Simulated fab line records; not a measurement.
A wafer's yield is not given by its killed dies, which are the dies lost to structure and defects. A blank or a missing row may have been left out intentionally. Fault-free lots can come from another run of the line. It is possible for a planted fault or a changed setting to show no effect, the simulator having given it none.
Chamber matching + flow n5_finfet + N5_SDB_HM_DEP_00 on pecvd-03 has 3 sister chambers
The step deposits SiNx from SiH4/NH3/N2, target thk 40 nm, time 35.3 s. 3 wafers are shown with their chamber, then 9 later ones without.

WAFERS WITH THEIR CHAMBER
| wafer  | chamber | showerhead_plenum_p_Torr (Torr) |
|--------|---------|---------------------------------|
| L090.6 | 0       | 5.10                            |
| L093.5 | 1       | 5.11                            |
| L093.6 | 2       | 5.22                            |

WAFERS WITH NO CHAMBER GIVEN
| wafer  | showerhead_plenum_p_Torr (Torr) |
|--------|---------------------------------|
| L094.2 | 5.20                            |
| L094.3 | 5.11                            |
| L094.5 | 5.11                            |
| L095.1 | 5.22                            |
| L095.2 | 5.12                            |
| L095.4 | 5.21                            |
| L096.1 | 5.21                            |
| L096.3 | 5.11                            |
| L096.5 | 5.10                            |

WHICH CHAMBER EACH ONE RAN IN
| wafer  | from the rows above     | in truth |
|--------|-------------------------|----------|
| L094.2 | 2                       | 2        |
| L094.3 | can't be placed: 1 or 0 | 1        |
| L094.5 | can't be placed: 1 or 0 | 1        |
| L095.1 | 2                       | 2        |
| L095.2 | can't be placed: 1 or 0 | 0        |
| L095.4 | 2                       | 2        |
| L096.1 | 2                       | 2        |
| L096.3 | can't be placed: 1 or 0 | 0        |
| L096.5 | can't be placed: 0 or 1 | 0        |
Correctly placed: 4 of 9. Cannot be placed on the basis of these rows: 5; the candidates contain the true chamber in 5. Number placed wrongly: 0.
How it was worked out, from the rows above alone: a wafer's distance from a chamber is the root of the sum, over the readings, of the square of ((its reading less the chamber's mean) divided by the reading's scatter). The wafer belongs to the nearest chamber; if the next one is less than 2 further off, it can't be placed. For every chamber, the mean is computed from those of its wafers that are shown. The scatter: root of mean squared gap, hidden wafer to nearest shown wafer, with one shown wafer a chamber.
